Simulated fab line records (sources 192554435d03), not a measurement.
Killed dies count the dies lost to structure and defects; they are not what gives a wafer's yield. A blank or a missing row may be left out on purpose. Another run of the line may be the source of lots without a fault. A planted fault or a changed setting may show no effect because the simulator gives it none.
Chamber matching | flow n5_finfet | 3 sister chambers for N5_BEOL_M2_PRE_CLEAN_60 on cvd_co-02
The step time 15 s. 3 wafers are shown with their chamber, then 11 later ones without.

== EACH WAFER AND ITS CHAMBER ==
wafer  | chamber | heater_power_w (W)
L090.1 | 0       | 118
L090.3 | 1       | 59
L092.1 | 2       | 86

== WAFERS MISSING THEIR CHAMBER ==
wafer  | heater_power_w (W)
L092.3 | 59
L092.4 | 58
L095.1 | 88
L095.2 | 60
L095.4 | 87
L093.1 | 60
L093.5 | 60
L093.6 | 89
L097.2 | 117
L097.4 | 59
L097.5 | 116

== THE CHAMBER EACH PASSED THROUGH ==
wafer  | from the rows above | in truth
L092.3 | 1                   | 1
L092.4 | 1                   | 1
L095.1 | 2                   | 2
L095.2 | 1                   | 1
L095.4 | 2                   | 2
L093.1 | 1                   | 1
L093.5 | 1                   | 1
L093.6 | 2                   | 2
L097.2 | 0                   | 0
L097.4 | 1                   | 1
L097.5 | 0                   | 0
11 of 11 placed correctly. Not placeable from these rows: 0. 0 placed wrongly.
How it was worked out, from the rows above alone: a wafer's distance from a chamber is the root of the sum, over the readings, of the square of ((its reading less the chamber's mean) divided by the reading's scatter). If the next closest chamber is less than 2 further off than the closest, the wafer can't be placed; otherwise it belongs to the closest. The mean given for a chamber averages the wafers shown for that chamber. The scatter: with one shown wafer a chamber, the root of the mean of the squares of how far each hidden wafer lies from its nearest shown one.
